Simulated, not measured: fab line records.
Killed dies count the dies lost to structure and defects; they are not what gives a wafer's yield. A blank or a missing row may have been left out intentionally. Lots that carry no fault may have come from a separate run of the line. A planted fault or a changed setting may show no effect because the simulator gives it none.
Matching of chambers -- flow n5 finfet -- 4 sister chambers for N5_STI_FIN_REVEAL_ETCHBACK_08 on rie diel-01
The step etches SiO2 in C4F6/O2, target depth 30.5 nm, time 10.167 s. 16 wafers are shown with their chamber, then 8 later ones without.

## WAFERS WITH THEIR CHAMBER
wafer,chamber,rf vpp V (V),showerhead plenum p Torr (Torr),throttle valve pct (%)
L074.1,1,641,2.74,21.07
L074.3,0,668,3.00,20.96
L074.6,3,676,2.92,21.14
L077.1,1,643,2.73,21.08
L077.3,2,670,3.03,20.93
L077.6,3,676,2.92,21.15
L080.2,3,676,2.92,21.16
L080.4,0,668,2.99,20.96
L080.5,3,677,2.92,21.17
L081.1,3,676,2.91,21.18
L081.4,2,669,3.03,20.94
L081.5,3,676,2.91,21.16
L086.1,2,670,3.02,20.94
L086.3,3,677,2.91,21.19
L086.4,3,677,2.91,21.17
L090.1,2,671,3.01,20.97

SIGNATURES, as means of the wafers listed above
reading,chamber 0,chamber 1,chamber 2,chamber 3,scatter within a chamber
rf vpp V,668.00,642.00,670.00,676.38,0.7
showerhead plenum p Torr,2.9950,2.7350,3.0225,2.9150,0.00692
throttle valve pct,20.9600,21.0750,20.9450,21.1650,0.0151
Rule: a wafer lies at a distance from a chamber equal to the root of the sum of squares, over the readings, of (its reading less the chamber's mean, divided by the reading's scatter). If the next closest chamber is less than 2 further off than the closest, the wafer can't be placed; otherwise it belongs to the closest. The scatter is the square root of a quotient: the sum, over the shown wafers, of each reading's squared deviation from its chamber's mean, divided by wafers minus chambers.

## WAFERS WHOSE CHAMBER IS MISSING
wafer,rf vpp V (V),showerhead plenum p Torr (Torr),throttle valve pct (%)
L090.3,677,2.90,21.20
L090.5,639,2.72,21.13
L094.1,641,2.72,21.12
L094.5,640,2.72,21.15
L094.6,668,2.98,20.99
L096.1,676,2.90,21.21
L096.5,668,2.98,20.99
L096.6,675,2.90,21.22

## WHICH CHAMBER EACH WENT THROUGH
wafer,from the rows above,in truth
L090.3,3,3
L090.5,1,1
L094.1,1,1
L094.5,1,1
L094.6,0,0
L096.1,3,3
L096.5,0,0
L096.6,3,3
Correctly placed: 8 of 8. Number that these rows cannot place: 0. Placed wrongly: 0.
